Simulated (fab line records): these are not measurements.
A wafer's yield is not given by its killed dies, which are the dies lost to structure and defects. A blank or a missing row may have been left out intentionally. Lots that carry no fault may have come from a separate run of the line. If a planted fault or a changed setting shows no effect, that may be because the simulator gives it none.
The same fault as seen by 3 desks	flow nand_harc	each desk has only its own numbers; what lay behind them comes last

== FOR THE TOOL OWNER'S DESK: cmp-04 ==
The tool's own readings at NHARC_P_M2_CMP_23 (polishes, t overpolish 20 s, target thk 144.3 nm): means of the sampled wafers that have a number, for each lot that ran on this tool. Any lot whose mean is over 4 standard deviations away from the usual mean is out of limits and marked OUT; that distance is given in the brackets.
Columns: A = edge_zone_pressure_frac at NHARC_P_M2_CMP_23, usual 0.999; B = motor_current_A at NHARC_P_M2_CMP_23, usual 12.8 A; C = time_to_endpoint_s at NHARC_P_M2_CMP_23, usual 28.5 s
lot	first seen here	A	B	C
L355	day 6 22:00	0.998	14.4	26.3
L360	day 7 23:23	1.004	12.3	25.7
L368	day 10 04:52	1.001	14.4	29.2
L372	day 10 17:50	1.000	13.9	29.5
L376	day 12 04:47	1.000	14.0	28.5
This desk's verdict: no lot among the 5 shows anything out of limits.

== THE METROLOGY DESK ==
Lot by lot, what the gauges showed, no matter which tool ran the lot: averages of those sampled wafers that carry a number. Any lot whose mean is over 4 standard deviations away from the usual mean is out of limits and marked OUT; that distance is given in the brackets.
Columns: A = thk_nm at NHARC_P_M2_THK_MEAS_24, usual 144.2 nm
lot	first seen here	A
L353	day 6 10:08	145.3
L355	day 6 22:19	143.3
L360	day 7 23:42	142.7
L362	day 8 09:30	402.4 (+99 or more) OUT
L361	day 8 14:46	398.8 (+99 or more) OUT
L368	day 10 05:09	144.5
L367	day 10 05:34	143.7
L372	day 10 18:05	145.8
L371	day 10 18:32	143.1
L373	day 11 06:23	143.8
L374	day 11 11:38	144.7
L376	day 12 05:06	143.9
This desk's finding: out of limits on L361, L362; first on L362, day 8 09:30 (thk_nm at NHARC_P_M2_THK_MEAS_24). L353, L355, L360, L368, L367, L372, L371, L373, L374, L376: within limits.

== THE DEFECT DESK ==
Inspection counts along the route, by lot: the mean over sampled wafers that carry a number. Any lot whose mean is over 4 standard deviations away from the usual mean is out of limits and marked OUT; that distance is given in the brackets.
Columns: A = raw_defect_count at NHARC_P_M2_INSPECT_27, usual 325
lot	first seen here	A
L353	day 6 10:19	343
L355	day 6 22:30	455
L360	day 7 23:51	455
L368	day 10 05:18	322
L367	day 10 05:43	212
L372	day 10 18:15	364
L371	day 10 18:43	299
L373	day 11 06:34	315
L374	day 11 11:53	244
L376	day 12 05:16	430
This desk's verdict: no lot among the 10 shows anything out of limits.

== BROUGHT TOGETHER ==
An alarm was possible from the metrology desk at day 8 09:30, on L361, L362.
The tool owner's desk saw nothing out of limits.
No out-of-limits result turned up at the defect desk.
The tool owner's desk has no number on record for L361, L362.
The defect desk has no number on record for L361, L362.
All the named lots went through NHARC_P_M2_CMP_23 on cmp-04.

== WHAT WAS PUT IN BY THE SIMULATOR ==
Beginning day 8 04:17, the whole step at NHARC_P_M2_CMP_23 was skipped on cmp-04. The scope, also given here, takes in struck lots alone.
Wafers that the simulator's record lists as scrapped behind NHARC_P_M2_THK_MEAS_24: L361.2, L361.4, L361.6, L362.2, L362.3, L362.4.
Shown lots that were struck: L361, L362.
Per desk, hours elapsed from the start of the fault to the first reading out of limits: for the metrology desk, 5.
